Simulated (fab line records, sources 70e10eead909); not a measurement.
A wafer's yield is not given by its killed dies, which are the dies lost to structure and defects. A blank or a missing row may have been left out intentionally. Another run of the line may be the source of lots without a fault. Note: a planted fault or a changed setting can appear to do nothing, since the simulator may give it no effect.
Chamber matching | flow nand harc | NHARC_P_M0_STRIP_18 on rie diel-08 has 4 sister chambers
The step strips in N2/H2. 4 wafers are shown with their chamber, then 7 later ones without.

## WAFERS WITH THEIR CHAMBER
wafer  | chamber | showerhead plenum p Torr (Torr)
L111.3 | 1       | 2.09
L110.5 | 2       | 1.98
L121.3 | 0       | 2.11
L121.4 | 3       | 1.95

## WAFERS WHOSE CHAMBER IS MISSING
wafer  | showerhead plenum p Torr (Torr)
L121.5 | 2.11
L123.1 | 1.95
L123.2 | 1.97
L123.3 | 2.08
L128.1 | 2.08
L128.2 | 1.97
L128.6 | 1.97

## CHAMBER TAKEN BY EACH
wafer  | from the rows above     | in truth
L121.5 | 0                       | 0
L123.1 | 3                       | 3
L123.2 | can't be placed: 2 or 3 | 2
L123.3 | 1                       | 1
L128.1 | 1                       | 1
L128.2 | can't be placed: 2 or 3 | 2
L128.6 | can't be placed: 2 or 3 | 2
Correct placement for 4 of the 7. Not placeable from these rows: 3 (in 3, the candidates include the true chamber). 0 placed wrongly.
How it was worked out, from the rows above alone: a wafer's distance from a chamber is the root of the sum, over the readings, of the square of ((its reading less the chamber's mean) divided by the reading's scatter). The wafer belongs to the nearest chamber; if the next one is less than 2 further off, it can't be placed. For every chamber, the mean is computed from those of its wafers that are shown. The scatter (one wafer shown for each chamber): square how far every hidden wafer sits from the nearest shown wafer, average those squares and take the square root.
